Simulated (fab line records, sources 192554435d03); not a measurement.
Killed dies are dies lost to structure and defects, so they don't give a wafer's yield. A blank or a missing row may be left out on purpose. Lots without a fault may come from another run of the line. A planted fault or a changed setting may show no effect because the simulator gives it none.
fab line records | flow n5_finfet
record lots=24 wafers=72 last_day=18
route steps=1938 shown MOL_CONTACT_COAG@630 BEOL_M0_SAQP@634 BEOL_M0@721
lots that met no fault: from a run of the same line without faults
start_h: hours from the record's first day to the start of the lot's first wafer shown | wait_h: hours since the lot's step before | " the same as in the row above | L1.1+2: a row that stands for several wafers | - no value, or no start given | * or withheld: withheld | < > ~ a bound
route shown NAME@n: a module of which the file shows steps, and the number in the route of the first | usual: mean/standard deviation of fault-free wafers | same: alike in all rows | chamber/n: place in a boat | sites: the reading at each site | _std_site: their standard deviation | _edge_site: outer sites' mean less inner sites' | radius_mm: how far each site lies from the wafer's centre | mask NAME#n: copy n | behind: the tool/chamber that last shaped the wafer | hold: why the lot was held/for how many hours/how that ended | device: the transistor (n, p or np) that didn't switch | end of line: the same wafers' tests at the end of the route | a step without rows: its recipe alone | killed: dies lost to structure and defects at the first sort, not the wafer's yield | map: a wafer's dies, x killed, . not, _ none there
set.NAME: the setting as run; set.NAME@STEP: as run at that earlier step | model.NAME: the simulator's own value behind a step, which no gauge read
steps of the route over a sample of lots; a table a step, a row a wafer
services: from which hour (start_h, from the record's first day; less than 0 if before it) a tool's chamber was out of use, for how many hours, and why
## steps
# step N5_MOL_CONTACT_COAG_INSPECT_97
# recipe inspect_instrument=darkfield mode=post_anneal
# usual raw_defect_count=41/16
# columns lot.wafer tool chamber start_h wait_h raw_defect_count
L074.2 defect_inspect-01 - 108.09 0.0 56
L074.3 " - " " 51
L074.4 " - " " 52
L075.2 defect_inspect-01 - 113.79 0.1 33
L075.4 " - " " 23
L075.5 " - " " 43
L076.1 defect_inspect-01 - 120.71 0.0 43
L076.3 " - " " 49
L076.4 " - " " 61
L077.1 defect_inspect-01 - 123.71 0.0 52
L077.4 " - " " 23
L077.6 " - " " 42
L078.1 defect_inspect-02 - 126.72 0.0 9
L078.3 " - " " 29
L078.6 " - " " 17
L079.1 defect_inspect-01 - 136.00 0.0 34
L079.3 " - " " 51
L079.5 " - " " 42
L080.1 defect_inspect-01 - 139.88 0.0 41
L080.2 " - " " 36
L080.4 " - " " 29
L081.1 defect_inspect-02 - 151.12 0.0 59
L081.2 " - " " 40
L081.3 " - " " 82
L082.1 defect_inspect-02 - 156.91 0.0 18
L082.2 " - " " 29
L082.6 " - " " 25
L083.1 defect_inspect-02 - 164.97 0.0 31
L083.2 " - " " 49
L083.4 " - " " 39
L084.1 defect_inspect-01 - 167.97 0.0 36
L084.3 " - " " 97
L084.6 " - " " 38
L085.2 defect_inspect-01 - 172.42 0.0 46
L085.3 " - " " 39
L085.6 " - " " 35
L086.2 defect_inspect-02 - 180.32 0.0 29
L086.3 " - " " 65
L086.4 " - " " 60
L087.2 defect_inspect-01 - 183.48 0.0 42
L087.4 " - " " 53
L087.6 " - " " 27
L088.1 defect_inspect-02 - 187.90 0.0 35
L088.2 " - " " 55
L088.5 " - " " 52
L089.1 defect_inspect-01 - 200.95 0.0 51
L089.5 " - " " 30
L089.6 " - " " 31
L090.1 defect_inspect-01 - 203.95 0.0 27
L090.3 " - " " 17
L090.5 " - " " 60
L091.2 defect_inspect-02 - 206.97 0.0 58
L091.3 " - " " 41
L091.4 " - " " 59
L092.1 defect_inspect-02 - 215.23 0.0 46
L092.2 " - " " 72
L092.5 " - " " 90
L093.2 defect_inspect-02 - 222.16 0.0 31
L093.4 " - " " 33
L093.6 " - " " 58
L094.2 defect_inspect-02 - 225.16 0.0 61
L094.5 " - " " 41
L094.6 " - " " 50
L095.1 defect_inspect-02 - 228.55 0.0 49
L095.3 " - " " 36
L095.4 " - " " 34
L096.1 defect_inspect-02 - 238.97 0.0 28
L096.2 " - " " 58
L096.3 " - " " 30
L097.1 defect_inspect-01 - 242.06 0.0 49
L097.4 " - " " 55
L097.5 " - " " 55
# step N5_BEOL_M0_SAQP_HM_DEP_02
# recipe material=TiN target_thk_a=120 temp_c=25 chamber_pressure_pa=0.49996
# usual chamber_pressure_pa=0.5000/0.00095 throttle_valve_pct=30.2/1.3
# columns lot.wafer tool chamber start_h wait_h chamber_pressure_pa throttle_valve_pct
L074.2 pvd_sputter-03 - 109.83 1.4 0.5021 32.1
L074.3 " - " " 0.4999 29.5
L074.4 " - " " 0.4995 28.3
L075.2 pvd_sputter-02 - 114.38 0.2 0.4993 31.5
L075.4 " - " " 0.5000 27.8
L075.5 " - " " 0.5004 31.6
L076.1 pvd_sputter-01 - 121.78 0.7 0.4991 29.4
L076.3 " - " " 0.5029 31.3
L076.4 " - " " 0.5001 30.0
L077.1 pvd_sputter-01 - 125.21 1.1 0.5004 30.1
L077.4 " - " " 0.4996 31.3
L077.6 " - " " 0.5005 29.1
L078.1 pvd_sputter-02 - 127.72 0.6 0.5005 29.8
L078.3 " - " " 0.5005 31.1
L078.6 " - " " 0.5010 31.0
L079.1 pvd_sputter-01 - 137.42 1.0 0.5003 29.9
L079.3 " - " " 0.4994 31.2
L079.5 " - " " 0.5003 29.0
L080.1 pvd_sputter-01 - 141.19 0.9 0.4999 31.3
L080.2 " - " " 0.5011 31.5
L080.4 " - " " 0.5006 29.1
L081.1 pvd_sputter-03 - 151.79 0.3 0.4987 28.4
L081.2 " - " " 0.5003 32.6
L081.3 " - " " 0.4991 30.2
L082.1 pvd_sputter-01 - 157.94 0.7 0.5001 31.4
L082.2 " - " " 0.5005 30.0
L082.6 " - " " 0.4997 28.9
L083.1 pvd_sputter-03 - 167.32 2.0 0.4993 30.2
L083.2 " - " " 0.5000 32.6
L083.4 " - " " 0.4998 28.3
L084.1 pvd_sputter-03 - 168.86 0.5 0.5004 32.4
L084.3 " - " " 0.5002 30.1
L084.6 " - " " 0.5004 30.4
L085.2 pvd_sputter-01 - 174.35 1.6 0.5001 29.8
L085.3 " - " " 0.4994 28.8
L085.6 " - " " 0.4994 28.8
L086.2 pvd_sputter-03 - 184.04 3.4 0.5014 28.4
L086.3 " - " " 0.4990 30.1
L086.4 " - " " 0.5006 32.2
L087.2 pvd_sputter-03 - 184.68 0.9 0.5003 30.2
L087.4 " - " " 0.5006 28.1
L087.6 " - " " 0.4999 29.6
L088.1 pvd_sputter-03 - 191.61 3.3 0.4989 28.4
L088.2 " - " " 0.5016 32.4
L088.5 " - " " 0.4986 30.2
L089.1 pvd_sputter-03 - 202.26 0.9 0.4992 30.3
L089.5 " - " " 0.4996 28.6
L089.6 " - " " 0.4987 30.4
L090.1 pvd_sputter-01 - 205.44 1.1 0.5001 28.9
L090.3 " - " " 0.5001 29.9
L090.5 " - " " 0.4999 29.8
L091.2 pvd_sputter-01 - 207.72 0.4 0.5004 31.3
L091.3 " - " " 0.5009 29.8
L091.4 " - " " 0.4981 28.8
L092.1 pvd_sputter-02 - 215.64 0.0 0.4985 31.4
L092.2 " - " " 0.4995 27.8
L092.5 " - " " 0.5010 31.2
L093.2 pvd_sputter-02 - 223.86 1.3 0.5000 31.3
L093.4 " - " " 0.4982 31.2
L093.6 " - " " 0.4997 30.1
L094.2 pvd_sputter-01 - 228.09 2.6 0.5000 29.8
L094.5 " - " " 0.4994 29.9
L094.6 " - " " 0.4995 31.2
L095.1 pvd_sputter-02 - 229.54 0.6 0.5006 31.3
L095.3 " - " " 0.5000 27.8
L095.4 " - " " 0.4996 30.1
L096.1 pvd_sputter-01 - 239.68 0.3 0.4997 31.5
L096.2 " - " " 0.4992 29.0
L096.3 " - " " 0.4977 31.3
L097.1 pvd_sputter-01 - 243.86 1.4 0.4992 30.2
L097.4 " - " " 0.5006 31.3
L097.5 " - " " 0.4995 29.0
# step N5_BEOL_M0_SAQP_SPACER2_ALD_26
# recipe material=SiO2 target_thk_a=150 temp_c=300 ald_precursor_family=BDEAS ald_co_reactant=O2-plasma pulse_time_s=1 purge_time_s=2 co_reactant_purge_time_s=2 pressure_torr=2
# usual heater_power_w=470/40 precursor_pulse_height_rel=1.000/0.02
# columns lot.wafer tool chamber start_h wait_h heater_power_w precursor_pulse_height_rel
L074.2 ald_sin-03 3 113.70 0.3 423 0.992
L074.3 " 1 " " 468 0.990
L074.4 " 0 " " 532 1.007
L075.2 ald_sin-02 0 118.71 0.1 440 1.009
L075.4 " 1 " " 451 0.979
L075.5 " 3 " " 480 1.015
L076.1 ald_sin-02 0 125.44 0.1 451 1.028
L076.3 " 2 " " 493 0.994
L076.4 " 3 " " 471 1.019
L077.1 ald_sin-03 0 129.29 0.7 524 0.994
L077.4 " 3 " " 428 1.011
L077.6 " 2 " " 419 1.025
L078.1 ald_sin-02 0 131.44 0.1 446 0.990
L078.3 " 3 " " 491 1.005
L078.6 " 0 " " 453 1.008
L079.1 ald_sin-01 1 140.90 0.1 447 1.022
L079.3 " 0 " " 493 1.003
L079.5 " 1 " " 463 0.971
L080.1 ald_sin-03 2 145.57 0.2 428 0.968
L080.2 " 0 " " 523 1.013
L080.4 " 1 " " 459 1.009
L081.1 ald_sin-02 0 155.34 0.1 454 0.963
L081.2 " 2 " " 502 1.004
L081.3 " 3 " " 503 1.024
L082.1 ald_sin-01 3 161.44 0.1 528 1.016
L082.2 " 1 " " 458 0.985
L082.6 " 1 " " 457 0.992
L083.1 ald_sin-03 1 171.09 0.1 478 0.996
L083.2 " 2 " " 429 0.990
L083.4 " 3 " " 432 1.019
L084.1 ald_sin-02 0 173.17 0.8 443 0.970
L084.3 " 2 " " 510 0.987
L084.6 " 2 " " 494 1.021
L085.2 ald_sin-03 2 178.39 0.1 408 0.992
L085.3 " 0 " " 511 1.035
L085.6 " 1 " " 475 1.007
L086.2 ald_sin-03 3 188.90 0.5 432 1.001
L086.3 " 2 " " 420 1.011
L086.4 " 0 " " 523 1.013
L087.2 ald_sin-03 0 189.42 0.7 517 1.033
L087.4 " 1 " " 477 0.999
L087.6 " 1 " " 467 0.987
L088.1 ald_sin-01 3 195.25 0.1 524 1.012
L088.2 " 0 " " 488 1.005
L088.5 " 3 " " 531 1.010
L089.1 ald_sin-03 0 206.02 0.1 534 0.980
L089.5 " 0 " " 543 0.995
L089.6 " 2 " " 429 1.013
L090.1 ald_sin-01 3 209.41 0.2 534 1.005
L090.3 " 2 " " 406 1.021
L090.5 " 1 " " 470 0.991
L091.2 ald_sin-01 0 211.47 0.1 506 0.994
L091.3 " 1 " " 463 0.974
L091.4 " 2 " " 413 1.012
L092.1 ald_sin-01 0 219.21 0.1 507 1.009
L092.2 " 3 " " 520 1.030
L092.5 " 3 " " 539 1.013
L093.2 ald_sin-01 2 227.60 0.1 406 1.002
L093.4 " 3 " " 542 1.001
L093.6 " 0 " " 507 0.961
L094.2 ald_sin-03 0 233.27 0.1 508 1.006
L094.5 " 0 " " 533 1.004
L094.6 " 1 " " 468 1.004
L095.1 ald_sin-03 3 233.91 0.1 427 0.979
L095.3 " 0 " " 521 1.045
L095.4 " 1 " " 465 0.985
L096.1 ald_sin-01 1 243.64 0.1 454 1.021
L096.2 " 3 " " 546 1.003
L096.3 " 2 " " 398 0.997
L097.1 ald_sin-01 2 247.70 0.1 419 0.979
L097.4 " 3 " " 534 0.983
L097.5 " 2 " " 414 1.028
# step N5_BEOL_M0_SAQP_DESCUM_45
# recipe chemistry=O2 time_s=7 source_power_w=50 bias_power_w=20 pressure_mtorr=20 rf_frequency_hz=2.712e+07 temp_c=40 resist=CAR-EUV o2_flow_sccm=225
# usual drypump_motor_current_A=5.7/0.52 oes_product_au=0.78/0.088 rf_vpp_V=243.8/1.4 showerhead_plenum_p_Torr=2.12/0.084 throttle_valve_pct=20.45/0.26
# columns lot.wafer tool chamber start_h wait_h drypump_motor_current_A oes_product_au rf_hours_counter_h rf_vpp_V showerhead_plenum_p_Torr throttle_valve_pct
L074.2 rie_diel-06 1 115.14 0.2 6.6 0.91 17 245.7 2.21 19.95
L074.3 " 2 " " 5.9 0.69 223 242.2 2.06 20.64
L074.4 " 0 " " 5.2 0.76 134 243.9 2.00 20.34
L075.2 rie_diel-05 3 120.12 0.0 5.6 0.75 145 245.0 2.19 20.24
L075.4 " 2 " " 5.0 0.73 171 244.3 2.15 20.72
L075.5 " 3 " " 5.6 0.75 - 244.6 2.19 20.23
L076.1 rie_diel-05 2 126.62 0.0 5.0 0.73 173 245.2 2.15 20.72
L076.3 " 3 " " 5.6 0.76 147 245.8 2.19 20.22
L076.4 " 0 " " 6.2 0.72 209 242.1 1.97 20.54
L077.1 rie_diel-05 1 130.50 0.1 5.7 0.91 31 244.1 2.14 20.49
L077.4 " 3 " " 5.6 0.76 148 243.8 2.19 20.23
L077.6 " 0 " " 6.2 0.72 - 241.3 1.97 20.56
L078.1 rie_diel-02 3 132.83 0.2 5.5 0.77 136 244.8 2.17 20.52
L078.3 " 1 " " 5.7 0.69 236 240.4 1.98 20.91
L078.6 " 1 " " 5.6 0.69 - 241.8 1.97 20.91
L079.1 rie_diel-02 3 142.26 0.1 5.5 0.76 140 243.0 2.17 20.53
L079.3 " 1 " " 5.6 0.69 239 243.1 1.97 20.92
L079.5 " 0 " " 5.1 0.76 - 244.2 2.19 20.82
L080.1 rie_diel-05 2 146.74 0.0 5.0 0.71 181 245.2 2.15 20.75
L080.2 " 1 " " 5.7 0.89 38 243.6 2.14 20.49
L080.4 " 3 " " 5.6 0.75 - 245.7 2.19 20.24
L081.1 rie_diel-05 2 156.57 0.0 5.0 0.72 185 245.7 2.15 20.74
L081.2 " 3 " " 5.6 0.74 159 243.8 2.18 20.25
L081.3 " 1 " " 5.7 0.88 42 242.7 2.14 20.50
L082.1 rie_diel-05 1 162.79 0.0 5.7 0.88 43 242.6 2.14 20.48
L082.2 " 2 " " 5.0 0.72 187 244.1 2.15 20.74
L082.6 " 1 " " 5.7 0.88 - 241.8 2.14 20.51
L083.1 rie_diel-05 2 172.36 0.0 5.0 0.72 190 243.6 2.15 20.75
L083.2 " 1 " " 5.7 0.88 47 244.6 2.14 20.47
L083.4 " 0 " " 6.2 0.71 218 241.1 1.97 20.58
L084.1 rie_diel-02 3 174.42 0.1 5.5 0.75 151 245.1 2.17 20.54
L084.3 " 2 " " 5.0 0.99 4 245.6 2.21 19.94
L084.6 " 3 " " 5.5 0.75 - 245.4 2.16 20.55
L085.2 rie_diel-06 1 179.56 0.0 6.6 0.87 37 244.5 2.21 19.96
L085.3 " 2 " " 5.9 0.66 242 242.2 2.06 20.67
L085.6 " 1 " " 6.6 0.87 - 245.1 2.21 20.00
L086.2 rie_diel-02 2 190.07 0.0 5.0 0.96 8 246.4 2.21 19.94
L086.3 " 1 " " 5.6 1.01 1 245.1 2.23 20.64
L086.4 " 0 " " 5.2 0.74 159 244.1 2.18 20.87
L087.2 rie_diel-05 1 190.60 0.0 5.7 0.86 52 244.7 2.13 20.51
L087.4 " 0 " " 6.2 0.70 222 241.7 1.97 20.57
L087.6 " 3 " " 5.6 0.73 - 244.1 2.18 20.26
L088.1 rie_diel-06 0 196.56 0.0 5.1 0.74 159 242.0 1.99 20.37
L088.2 " 2 " " 5.9 0.67 247 243.8 2.05 20.67
L088.5 " 1 " " 6.6 0.87 - 245.4 2.20 19.99
L089.1 rie_diel-05 1 207.48 0.3 5.7 0.87 56 243.0 2.13 20.50
L089.5 " 1 " " 5.7 0.87 - 242.6 2.13 20.49
L089.6 " 0 " " 6.2 0.70 - 242.9 1.97 20.59
L090.1 rie_diel-05 1 210.99 0.3 5.7 0.86 57 244.8 2.13 20.52
L090.3 " 2 " " 5.0 0.70 201 244.4 2.14 20.76
L090.5 " 1 " " 5.7 0.86 - 243.7 2.13 20.52
L091.2 rie_diel-06 3 212.65 0.0 6.5 0.73 164 244.7 2.17 20.27
L091.3 " 1 " " 6.6 0.86 46 245.9 2.20 19.99
L091.4 " 3 " " 6.5 0.73 - 244.9 2.17 20.29
L092.1 rie_diel-02 1 220.67 0.3 5.7 0.96 12 245.0 2.23 20.66
L092.2 " 3 " " 5.5 0.74 164 244.0 2.16 20.56
L092.5 " 0 " " 5.2 0.73 - 242.8 2.18 20.87
L093.2 rie_diel-06 2 228.90 0.0 5.9 0.96 2 241.4 2.05 20.28
L093.4 " 1 " " 6.6 0.86 53 244.1 2.20 19.98
L093.6 " 3 " " 6.5 0.72 - 244.4 2.17 20.28
L094.2 rie_diel-05 1 234.44 0.0 5.7 0.85 64 244.6 2.13 20.52
L094.5 " 1 " " 5.7 0.84 - 244.8 2.13 20.52
L094.6 " 0 " " 6.2 0.70 - 242.0 1.97 20.58
L095.1 rie_diel-06 0 235.21 0.0 5.2 0.73 172 242.4 1.98 20.40
L095.3 " 3 " " 6.4 0.73 172 244.9 2.17 20.29
L095.4 " 2 " " 5.9 0.95 3 241.8 2.05 20.30
L096.1 rie_diel-06 2 244.95 0.0 5.9 0.93 6 243.8 2.05 20.28
L096.2 " 0 " " 5.1 0.73 175 241.8 1.98 20.39
L096.3 " 3 " " 6.5 0.72 174 244.2 2.17 20.28
L097.1 rie_diel-06 1 248.97 0.0 6.6 0.84 58 243.9 2.20 20.01
L097.4 " 3 " " 6.5 0.71 176 244.1 2.17 20.29
L097.5 " 3 " " 6.5 0.72 - 243.9 2.17 20.29
# step N5_BEOL_M0_SAQP_ETCH_88
# recipe chemistry=N2/H2 target=underlayer target_depth_a=65 time_s=5.2 ion_energy_ev=200 mask_material=CAR-EUV pressure_mtorr=30 source_w=840 bias_w=150 n2_flow_sccm=200 h2_flow_sccm=200 ends=cleared
# usual drypump_motor_current_A=5.7/0.52 etch_rf_on_time_s=5.20/0.13 oes_product_au=0.67/0.071 rf_vpp_V=525/3.1 showerhead_plenum_p_Torr=2.59/0.1 throttle_valve_pct=18.0/0.31
# columns lot.wafer tool chamber start_h wait_h drypump_motor_current_A etch_rf_on_time_s oes_product_au rf_hours_counter_h rf_vpp_V showerhead_plenum_p_Torr throttle_valve_pct
L074.2 rie_diel-06 1 115.17 0.0 6.6 5.29 0.76 17 530 2.71 17.5
L074.3 " 2 " " 5.9 5.17 0.58 223 523 2.51 18.2
L074.4 " 0 " " 5.1 5.12 0.65 134 522 2.43 17.7
L075.2 rie_diel-05 3 120.15 0.0 5.6 5.27 0.63 145 526 2.67 17.7
L075.4 " 2 " " 5.0 5.27 0.63 171 527 2.66 18.5
L075.5 " 3 " " 5.6 5.25 0.64 - 525 2.67 17.7
L076.1 rie_diel-05 2 126.65 0.0 5.0 5.29 0.63 173 526 2.66 18.5
L076.3 " 3 " " 5.6 5.25 0.63 147 527 2.67 17.7
L076.4 " 0 " " 6.2 4.97 0.63 209 520 2.41 18.1
L077.1 rie_diel-05 1 130.53 0.0 5.7 5.19 0.76 31 525 2.59 17.9
L077.4 " 3 " " 5.6 5.24 0.63 148 528 2.67 17.7
L077.6 " 0 " " 6.2 4.92 0.63 - 520 2.41 18.1
L078.1 rie_diel-02 3 132.86 0.0 5.5 5.19 0.64 136 526 2.66 18.0
L078.3 " 1 " " 5.7 5.21 0.60 236 520 2.41 18.6
L078.6 " 1 " " 5.7 5.14 0.60 - 520 2.41 18.6
L079.1 rie_diel-02 3 142.29 0.0 5.5 5.35 0.63 140 526 2.65 18.0
L079.3 " 1 " " 5.6 5.26 0.59 239 520 2.41 18.5
L079.5 " 0 " " 5.2 5.25 0.65 - 528 2.64 18.1
L080.1 rie_diel-05 2 146.78 0.0 5.0 5.27 0.62 181 528 2.65 18.5
L080.2 " 1 " " 5.7 5.22 0.76 38 523 2.59 17.9
L080.4 " 3 " " 5.6 5.28 0.64 - 526 2.66 17.8
L081.1 rie_diel-05 2 156.61 0.0 5.0 5.28 0.62 185 526 2.65 18.5
L081.2 " 3 " " 5.6 5.32 0.63 159 524 2.66 17.8
L081.3 " 1 " " 5.7 5.21 0.75 42 526 2.58 17.9
L082.1 rie_diel-05 1 162.82 0.0 5.7 5.19 0.74 43 525 2.58 17.9
L082.2 " 2 " " 5.0 5.22 0.62 187 525 2.65 18.5
L082.6 " 1 " " 5.7 5.24 0.74 - 525 2.58 17.9
L083.1 rie_diel-05 2 172.40 0.0 5.0 5.21 0.62 190 527 2.65 18.5
L083.2 " 1 " " 5.6 5.12 0.74 47 528 2.58 17.9
L083.4 " 0 " " 6.2 4.93 0.64 218 521 2.41 18.1
L084.1 rie_diel-02 3 174.46 0.0 5.5 5.26 0.63 151 528 2.65 18.0
L084.3 " 2 " " 5.0 5.29 0.82 4 529 2.71 17.4
L084.6 " 3 " " 5.5 5.29 0.63 - 529 2.65 18.0
L085.2 rie_diel-06 1 179.60 0.0 6.6 5.21 0.74 37 526 2.70 17.5
L085.3 " 2 " " 5.9 5.04 0.58 242 523 2.50 18.2
L085.6 " 1 " " 6.6 5.32 0.73 - 529 2.70 17.5
L086.2 rie_diel-02 2 190.11 0.0 5.0 5.21 0.82 8 529 2.71 17.4
L086.3 " 1 " " 5.7 4.95 0.87 1 529 2.72 18.2
L086.4 " 0 " " 5.2 5.27 0.62 159 526 2.63 18.1
L087.2 rie_diel-05 1 190.63 0.0 5.7 5.18 0.74 52 528 2.58 17.9
L087.4 " 0 " " 6.2 4.96 0.63 222 520 2.41 18.1
L087.6 " 3 " " 5.6 5.29 0.62 - 530 2.66 17.8
L088.1 rie_diel-06 0 196.59 0.0 5.1 5.15 0.63 159 522 2.42 17.7
L088.2 " 2 " " 5.9 5.07 0.58 247 523 2.50 18.2
L088.5 " 1 " " 6.6 5.35 0.73 - 528 2.70 17.5
L089.1 rie_diel-05 1 207.52 0.0 5.7 5.19 0.74 56 523 2.58 17.9
L089.5 " 1 " " 5.7 5.13 0.73 - 526 2.58 17.9
L089.6 " 0 " " 6.2 4.91 0.63 - 520 2.40 18.1
L090.1 rie_diel-05 1 211.03 0.0 5.7 5.18 0.71 57 526 2.58 17.9
L090.3 " 2 " " 5.0 5.25 0.61 201 526 2.65 18.6
L090.5 " 1 " " 5.7 5.17 0.72 - 525 2.58 17.9
L091.2 rie_diel-06 3 212.68 0.0 6.5 5.35 0.62 164 529 2.64 17.8
L091.3 " 1 " " 6.6 5.24 0.73 46 528 2.70 17.6
L091.4 " 3 " " 6.5 5.42 0.63 - 527 2.64 17.8
L092.1 rie_diel-02 1 220.71 0.0 5.6 4.98 0.82 12 530 2.72 18.2
L092.2 " 3 " " 5.5 5.27 0.62 164 528 2.64 18.1
L092.5 " 0 " " 5.2 5.24 0.62 - 528 2.63 18.1
L093.2 rie_diel-06 2 228.94 0.0 5.9 4.98 0.83 2 521 2.50 17.8
L093.4 " 1 " " 6.6 5.28 0.72 53 527 2.70 17.6
L093.6 " 3 " " 6.5 5.36 0.62 - 527 2.64 17.8
L094.2 rie_diel-05 1 234.48 0.0 5.7 5.20 0.71 64 525 2.57 17.9
L094.5 " 1 " " 5.7 5.22 0.71 - 524 2.57 17.9
L094.6 " 0 " " 6.2 5.02 0.62 - 519 2.40 18.1
L095.1 rie_diel-06 0 235.25 0.0 5.1 5.16 0.62 172 521 2.41 17.8
L095.3 " 3 " " 6.4 5.39 0.61 172 527 2.64 17.8
L095.4 " 2 " " 5.9 5.05 0.81 3 522 2.50 17.8
L096.1 rie_diel-06 2 244.99 0.0 5.9 5.02 0.81 6 520 2.50 17.8
L096.2 " 0 " " 5.1 5.23 0.62 175 520 2.41 17.8
L096.3 " 3 " " 6.5 5.45 0.61 174 525 2.64 17.8
L097.1 rie_diel-06 1 249.01 0.0 6.6 5.32 0.70 58 528 2.69 17.6
L097.4 " 3 " " 6.5 5.35 0.61 176 527 2.64 17.8
L097.5 " 3 " " 6.5 5.42 0.62 - 526 2.64 17.8
# step N5_BEOL_M0_TRENCH_ETCH_107
# recipe chemistry=C4F6/O2 target_depth_a=328 target=SiOC time_s=16.4 ion_energy_ev=250 pressure_mtorr=30 source_w=355 bias_w=185 Ar_flow_sccm=300 C4F6_flow_sccm=10 O2_flow_sccm=10
# usual drypump_motor_current_A=5.7/0.45 oes_product_au=0.76/0.068 rf_vpp_V=664/12 showerhead_plenum_p_Torr=2.88/0.082 throttle_valve_pct=20.84/0.19
# columns lot.wafer tool chamber start_h wait_h drypump_motor_current_A oes_product_au rf_hours_counter_h rf_vpp_V showerhead_plenum_p_Torr throttle_valve_pct
L074.2 rie_diel-01 3 117.42 0.0 6.2 0.88 20 647 3.04 20.75
L074.3 " 2 " " 4.8 0.75 157 679 2.74 20.95
L074.4 " 3 " " 6.2 0.89 - 647 3.04 20.75
L075.2 rie_diel-01 2 124.76 0.0 4.8 0.74 159 681 2.74 20.94
L075.4 " 0 " " 5.8 0.76 138 650 2.85 20.71
L075.5 " 1 " " 5.0 0.72 - 664 2.94 20.86
L076.1 rie_diel-03 1 129.75 0.0 5.4 0.77 123 673 2.84 20.49
L076.3 " 2 " " 5.2 0.79 150 660 2.85 20.65
L076.4 " 0 " " 5.4 0.82 88 658 2.99 20.56
L077.1 rie_diel-03 3 132.63 0.0 5.9 0.68 235 642 2.93 20.86
L077.4 " 1 " " 5.4 0.78 124 673 2.84 20.48
L077.6 " 2 " " 5.2 0.78 - 660 2.84 20.65
L078.1 rie_diel-03 1 135.07 0.0 5.4 0.77 125 673 2.84 20.50
L078.3 " 3 " " 5.9 0.68 235 643 2.93 20.88
L078.6 " 2 " " 5.2 0.79 - 661 2.84 20.66
L079.1 rie_diel-01 0 144.63 0.0 5.8 0.76 146 650 2.85 20.71
L079.3 " 1 " " 5.1 0.71 225 662 2.94 20.87
L079.5 " 3 " " 6.2 0.86 - 646 3.04 20.77
L080.1 rie_diel-04 3 149.85 0.0 5.9 0.72 196 669 2.94 20.81
L080.2 " 1 " " 6.0 0.87 33 677 2.92 21.10
L080.4 " 0 " " 6.1 0.75 160 659 2.83 21.05
L081.1 rie_diel-01 2 161.87 0.0 4.8 0.73 173 681 2.73 20.97
L081.2 " 3 " " 6.2 0.85 37 646 3.03 20.78
L081.3 " 0 " " 5.8 0.76 154 649 2.85 20.74
L082.1 rie_diel-04 3 167.50 0.0 5.9 0.71 203 669 2.94 20.82
L082.2 " 0 " " 6.1 0.75 167 658 2.83 21.07
L082.6 " 2 " " 6.0 0.69 - 678 2.81 20.73
L083.1 rie_diel-03 0 175.63 0.0 5.3 0.81 103 658 2.98 20.60
L083.2 " 1 " " 5.4 0.76 139 672 2.84 20.51
L083.4 " 2 " " 5.2 0.78 167 660 2.84 20.68
L084.1 rie_diel-04 0 177.07 0.0 6.1 0.74 171 658 2.83 21.06
L084.3 " 1 " " 6.0 0.84 41 679 2.92 21.10
L084.6 " 1 " " 6.0 0.85 - 677 2.91 21.12
L085.2 rie_diel-03 1 184.42 0.0 5.4 0.76 142 673 2.84 20.51
L085.3 " 2 " " 5.2 0.77 170 659 2.84 20.67
L085.6 " 1 " " 5.4 0.75 - 674 2.84 20.53
L086.2 rie_diel-04 0 195.85 0.0 6.1 0.73 176 659 2.83 21.07
L086.3 " 3 " " 5.9 0.71 212 667 2.93 20.84
L086.4 " 2 " " 6.1 0.68 245 679 2.81 20.75
L087.2 rie_diel-01 1 196.23 0.0 5.1 0.69 244 666 2.93 20.91
L087.4 " 1 " " 5.1 0.70 - 664 2.93 20.92
L087.6 " 0 " " 5.8 0.75 - 648 2.84 20.75
L088.1 rie_diel-04 1 202.24 0.0 6.0 0.85 48 678 2.91 21.13
L088.2 " 3 " " 6.0 0.72 215 668 2.93 20.84
L088.5 " 3 " " 5.9 0.72 - 669 2.93 20.85
L089.1 rie_diel-04 1 210.85 0.0 6.0 0.84 51 677 2.91 21.14
L089.5 " 1 " " 6.0 0.83 - 675 2.91 21.10
L089.6 " 3 " " 5.9 0.71 - 666 2.93 20.86
L090.1 rie_diel-03 0 214.08 0.0 5.4 0.78 116 656 2.98 20.61
L090.3 " 1 " " 5.4 0.75 152 673 2.83 20.53
L090.5 " 0 " " 5.4 0.78 - 656 2.98 20.62
L091.2 rie_diel-04 1 215.62 0.0 6.0 0.82 54 677 2.91 21.14
L091.3 " 3 " " 5.9 0.71 222 667 2.93 20.85
L091.4 " 1 " " 6.0 0.82 - 679 2.91 21.13
L092.1 rie_diel-01 2 223.94 0.0 4.8 0.71 195 679 2.72 21.00
L092.2 " 1 " " 5.1 0.68 256 663 2.93 20.94
L092.5 " 0 " " 5.8 0.74 - 649 2.83 20.77
L093.2 rie_diel-04 0 231.66 0.0 6.1 0.74 192 658 2.82 21.11
L093.4 " 0 " " 6.1 0.73 - 658 2.82 21.09
L093.6 " 1 " " 6.0 0.83 - 677 2.91 21.13
L094.2 rie_diel-04 1 236.41 0.0 6.0 0.82 63 677 2.91 21.14
L094.5 " 0 " " 6.1 0.73 - 658 2.82 21.10
L094.6 " 1 " " 6.0 0.82 - 677 2.91 21.13
L095.1 rie_diel-04 3 237.50 0.0 5.9 0.70 232 667 2.92 20.88
L095.3 " 2 " " 6.1 0.96 2 679 2.81 20.40
L095.4 " 0 " " 6.1 0.73 194 659 2.82 21.10
L096.1 rie_diel-01 2 252.00 0.0 4.8 0.70 210 680 2.71 21.01
L096.2 " 0 " " 5.8 0.72 192 647 2.83 20.78
L096.3 " 3 " " 6.2 0.81 62 647 3.02 20.83
L097.1 rie_diel-01 2 257.54 0.0 4.8 0.70 211 681 2.71 21.02
L097.4 " 2 " " 4.8 0.71 - 680 2.71 21.03
L097.5 " 0 " " 5.8 0.72 - 648 2.83 20.79
## services
# columns tool chamber start_h hours kind
ald_sin-02 - 88.47 8.4 repair
pvd_sputter-02 - 96.25 1.8 repair
pvd_sputter-03 - 101.23 1.1 repair
rie_diel-02 2 106.52 6.9 repair
rie_diel-01 0 112.49 8.4 repair
rie_diel-02 1 113.58 17.4 repair
rie_diel-05 1 115.02 3.4 repair
rie_diel-02 2 118.32 7.8 repair
rie_diel-02 3 144.57 4.2 repair
rie_diel-03 - 150.21 4.3 pm
rie_diel-02 - 154.97 0.8 repair
rie_diel-05 0 160.21 8.9 repair
rie_diel-04 1 161.52 5.3 repair
ald_sin-02 - 177.10 14.0 pm
rie_diel-01 3 191.98 14.3 repair
ald_sin-02 2 202.32 6.5 repair
rie_diel-06 2 207.73 - clean
rie_diel-06 2 207.73 - consumable_replace:focus_ring
rie_diel-06 2 207.73 13.7 scheduled_down
rie_diel-02 2 209.65 5.9 repair
rie_diel-03 - 211.67 1.7 repair
rie_diel-06 - 213.63 0.3 repair
ald_sin-01 2 252.48 14.7 repair
ald_sin-03 - 257.31 1.2 repair
## key
fault none
